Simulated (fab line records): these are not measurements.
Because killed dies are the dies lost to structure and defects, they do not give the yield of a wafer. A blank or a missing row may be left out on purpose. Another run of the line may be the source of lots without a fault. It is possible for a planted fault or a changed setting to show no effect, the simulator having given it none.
Matching of chambers ; flow nand harc ; rie diel-10 running NHARC_P_BONDPAD_ACTIVATE_29: 4 sister chambers
The step chemistry N2, time 60 s. 7 wafers are shown with their chamber, then 7 later ones without.

WAFERS WITH THEIR CHAMBER
wafer;chamber;oes product au (a.u.);rf vpp V (V)
L078.3;1;1.007;64.7
L086.6;2;0.991;64.9
L088.2;0;1.005;63.9
L088.3;2;0.988;64.7
L088.4;3;1.010;63.6
L091.1;0;0.998;64.5
L091.3;3;1.002;64.6

WAFERS WITH NO CHAMBER GIVEN
wafer;oes product au (a.u.);rf vpp V (V)
L091.5;0.990;63.8
L093.2;1.014;64.9
L093.4;1.016;64.9
L093.5;1.007;63.4
L097.1;1.009;64.5
L097.2;0.988;64.9
L097.5;1.005;64.5

WHICH CHAMBER EACH WENT THROUGH
wafer;from the rows above;in truth
L091.5;can't be placed: 2 or 0 or 3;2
L093.2;can't be placed: 1 or 3 or 0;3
L093.4;can't be placed: 1 or 3 or 0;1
L093.5;can't be placed: 3 or 0 or 1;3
L097.1;can't be placed: 1 or 3 or 0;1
L097.2;2;2
L097.5;can't be placed: 1 or 3 or 0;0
Placed correctly: 1 of 7. These rows do not allow placing 6 (true chamber among the candidates in 6). 0 placed wrongly.
How it was worked out, from the rows above alone: a wafer's distance from a chamber is the root of the sum, over the readings, of the square of ((its reading less the chamber's mean) divided by the reading's scatter). If the next closest chamber is less than 2 further off than the closest, the wafer can't be placed; otherwise it belongs to the closest. The mean given for a chamber averages the wafers shown for that chamber. The scatter: the root of (the sum of the squares of (reading less its chamber's mean) over the shown wafers, divided by (wafers less chambers)).
